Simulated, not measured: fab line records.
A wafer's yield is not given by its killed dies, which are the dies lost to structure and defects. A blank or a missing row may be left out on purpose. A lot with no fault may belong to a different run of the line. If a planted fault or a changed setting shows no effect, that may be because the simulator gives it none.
Matching of chambers -- flow n5 finfet -- 3 sister chambers for N5_FIN_SAQP_PECVD_47 on pecvd-03
The step deposits a-Si from SiH4/He, target thk 45 nm, time 36.3 s. 14 wafers are shown with their chamber, then 7 later ones without.

EACH WAFER AND ITS CHAMBER
wafer,chamber,showerhead plenum p Torr (Torr),showerhead vpp V (V),heater power w (W)
L078.1,1,5.65,595,950
L078.3,1,5.67,601,926
L078.5,0,5.61,643,792
L080.2,2,5.54,692,822
L080.5,1,5.65,604,1037
L080.6,2,5.53,675,833
L081.1,2,5.52,682,935
L081.3,2,5.53,674,950
L081.6,0,5.62,638,771
L086.1,1,5.66,619,938
L086.2,0,5.61,644,775
L086.4,2,5.53,684,919
L087.1,2,5.53,691,869
L087.5,2,5.54,692,853

SIGNATURES (means of the wafers above)
reading,chamber 0,chamber 1,chamber 2,scatter within a chamber
showerhead plenum p Torr,5.6133,5.6575,5.5314,0.00755
showerhead vpp V,641.67,604.75,684.29,7.95
heater power w,779.33,962.75,883.00,46.4
Rule: a wafer's distance from a chamber is the root of the sum, over the readings, of the square of ((its reading less the chamber's mean) divided by the reading's scatter). The wafer belongs to the nearest chamber; if the next one is less than 2 further off, it can't be placed. The scatter: the root of (the sum of the squares of (reading less its chamber's mean) over the shown wafers, divided by (wafers less chambers)).

WAFERS WHOSE CHAMBER IS MISSING
wafer,showerhead plenum p Torr (Torr),showerhead vpp V (V),heater power w (W)
L087.6,5.66,602,1004
L088.2,5.62,632,791
L088.3,5.66,604,957
L088.5,5.61,631,793
L089.1,5.61,646,768
L089.3,5.66,596,956
L089.4,5.63,627,757

CHAMBER TAKEN BY EACH
wafer,from the rows above,in truth
L087.6,1,1
L088.2,0,0
L088.3,1,1
L088.5,0,0
L089.1,0,0
L089.3,1,1
L089.4,0,0
Correctly placed: 7 of 7. Number that these rows cannot place: 0. Placed wrongly: 0.
